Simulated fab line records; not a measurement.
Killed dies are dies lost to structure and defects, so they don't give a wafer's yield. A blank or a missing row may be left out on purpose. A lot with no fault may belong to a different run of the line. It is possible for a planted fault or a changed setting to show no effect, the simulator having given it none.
Lot-split experiment | flow n5Finfet | route with 1938 steps; 7 lots, 21 wafers read

## SPLIT DETAILS
At N5_BEOL_M7_ETCH_61 (etches SiARC in CF4, target depth 45.5 nm, time 75.8 s), the setting sourceW was moved away from the recipe's 545 W on 7 of the 21 wafers read, by -17.3% to +16.6%. All remaining wafers had this setting at the recipe value.

The reading is taken at the split's own step.

## THE READING
rfVppV, in V, at N5_BEOL_M7_ETCH_61 (etches SiARC in CF4, target depth 45.5 nm, time 75.8 s). Typical for fault-free wafers on this fab line: 184.2 V, with standard deviation 1.1 V.

wafer  | tool, chamber at the split | sourceW as run, W | against the recipe | rfVppV, V | against lot-mates on the recipe
L075.1 | rieDiel-05, 0              | 545               | recipe             | 182.0     | -
L075.2 | rieDiel-05, 2              | 545               | recipe             | 185.3     | -
L075.3 | rieDiel-05, 3              | 545               | recipe             | 184.3     | -
L076.3 | rieDiel-06, 2              | 450.9             | -17.3%             | 195.3     | +11.1
L076.4 | rieDiel-06, 0              | 450.9             | -17.3%             | 194.9     | +10.7
L076.5 | rieDiel-06, 3              | 545               | recipe             | 184.2     | -
L087.1 | rieDiel-05, 0              | 516.4             | -5.2%              | 187.3     | +0.8
L087.5 | rieDiel-05, 3              | 545               | recipe             | 186.5     | -
L087.6 | rieDiel-05, 2              | 516.4             | -5.2%              | 187.4     | +0.9
L090.2 | rieDiel-06, 1              | 545               | recipe             | 184.0     | -
L090.5 | rieDiel-06, 3              | 545               | recipe             | 184.8     | -
L090.6 | rieDiel-06, 0              | 619.3             | +13.6%             | 174.3     | -10.1
L092.2 | rieDiel-03, 0              | 545               | recipe             | 183.2     | -
L092.3 | rieDiel-03, 2              | 545               | recipe             | 184.6     | -
L092.6 | rieDiel-03, 3              | 545               | recipe             | 184.3     | -
L093.1 | rieDiel-05, 3              | 545               | recipe             | 184.7     | -
L093.2 | rieDiel-05, 0              | 635.3             | +16.6%             | 172.9     | -11.8
L093.6 | rieDiel-05, 2              | 635.3             | +16.6%             | 175.3     | -9.4
L094.2 | rieDiel-03, 2              | 545               | recipe             | 183.8     | -
L094.4 | rieDiel-03, 3              | 545               | recipe             | 183.7     | -
L094.6 | rieDiel-03, 0              | 545               | recipe             | 181.4     | -

FIT RESULTS
A straight line over all 21 wafers: rfVppV changes by -0.634 V for each +1% of sourceW; r = -0.98; the points scatter about the line by 1.2 V.
The same after taking each lot's own level away (the mean of its wafers on the recipe; 21 wafers): -0.63 V for each +1%; r = -0.98; scatter 1.2 V.
Per that fit: largest sourceW move, reading shift of 11 V.
Measured against the standard deviation above, the lots' own levels, which go from 182.97 to 186.50 V, span 3.2 times it.
The two slopes agree, so the slope changes little with the lot-to-lot level.
Check: +10.4 V against its lot-mates is what the line predicts for one of the wafers moved furthest among these (-17.3%) when that wafer is left out of the fit. Against them it came out at +11.1 V.
Tool readings at the split's step, against how far the setting was moved: etchRfOnTimeS r = -0.92; rfVppV r = -0.98.

## FURTHER SPLITS ON THESE WAFERS
Note: prior to the reading, these wafers also went through further splits. Each is held against what the fit with the lots' levels taken away leaves over:
other split on the same wafers | wafers away from the commonest value | r with rfVppV (lot level and that fit taken away)
N5_BEOL_M4_DESCUM_33 timeS     | 9                                    | -0.04
N5_BEOL_M5_COAT_74 spinRpm     | 8                                    | -0.12
N5_BEOL_M5_EXPOSE_25 doseMj    | 6                                    | -0.35
N5_BEOL_M5_DEP_56 timeS        | 9                                    | -0.09

## THE WHOLE CHAIN: every reading that the file lists as answering this split, in the file's order
step               | what it does                                           | reading       | change (the file's fit)              | r (the file's)
N5_BEOL_M7_ETCH_61 | etches SiARC in CF4, target depth 45.5 nm, time 75.8 s | etchRfOnTimeS | withheld for each +1% of the setting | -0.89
N5_BEOL_M7_ETCH_61 | etches SiARC in CF4, target depth 45.5 nm, time 75.8 s | rfVppV        | -0.644 V for each +1% of the setting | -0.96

## THE FILE'S OWN FIT
rfVppV changes by -0.644 V for each +1% of sourceW, r = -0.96.
